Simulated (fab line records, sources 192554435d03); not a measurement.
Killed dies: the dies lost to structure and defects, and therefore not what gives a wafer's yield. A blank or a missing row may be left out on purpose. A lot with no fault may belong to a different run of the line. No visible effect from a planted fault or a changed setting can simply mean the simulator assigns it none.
Matching of chambers + flow n5 finfet + N5_BEOL_M13_TRENCH_ETCH_34 on rie diel-01 has 4 sister chambers
The step etches SiOC in C4F8/O2/Ar, target depth 413.47 nm, time 162.6 s. 8 wafers are shown with their chamber, then 9 later ones without.

WAFERS WITH THEIR CHAMBER
| wafer  | chamber | drypump motor current A (A) | showerhead plenum p Torr (Torr) |
|--------|---------|-----------------------------|---------------------------------|
| L076.3 | 1       | 5.7                         | 3.45                            |
| L077.4 | 1       | 5.7                         | 3.45                            |
| L079.4 | 0       | 5.6                         | 3.42                            |
| L079.5 | 3       | 5.2                         | 3.48                            |
| L079.6 | 2       | 5.7                         | 3.31                            |
| L083.1 | 3       | 5.1                         | 3.47                            |
| L083.2 | 2       | 5.7                         | 3.30                            |
| L083.4 | 0       | 5.6                         | 3.41                            |

WAFERS MISSING THEIR CHAMBER
| wafer  | drypump motor current A (A) | showerhead plenum p Torr (Torr) |
|--------|-----------------------------|---------------------------------|
| L086.2 | 5.6                         | 3.41                            |
| L086.3 | 5.7                         | 3.30                            |
| L086.5 | 5.6                         | 3.41                            |
| L087.2 | 5.6                         | 3.41                            |
| L087.3 | 5.2                         | 3.47                            |
| L087.6 | 5.7                         | 3.30                            |
| L089.3 | 5.7                         | 3.30                            |
| L089.5 | 5.2                         | 3.47                            |
| L089.6 | 5.7                         | 3.30                            |

THE CHAMBER EACH PASSED THROUGH
| wafer  | from the rows above | in truth |
|--------|---------------------|----------|
| L086.2 | 0                   | 0        |
| L086.3 | 2                   | 2        |
| L086.5 | 0                   | 0        |
| L087.2 | 0                   | 0        |
| L087.3 | 3                   | 3        |
| L087.6 | 2                   | 2        |
| L089.3 | 2                   | 2        |
| L089.5 | 3                   | 3        |
| L089.6 | 2                   | 2        |
Placed correctly: 9 of 9. Can't be placed from these rows: 0. Wrongly placed: 0.
How it was worked out, from the rows above alone: a wafer's distance from a chamber is the root of the sum, over the readings, of the square of ((its reading less the chamber's mean) divided by the reading's scatter). If the next closest chamber is less than 2 further off than the closest, the wafer can't be placed; otherwise it belongs to the closest. Each chamber's mean is taken over the wafers shown for it. The scatter is the square root of a quotient: the sum, over the shown wafers, of each reading's squared deviation from its chamber's mean, divided by wafers minus chambers.
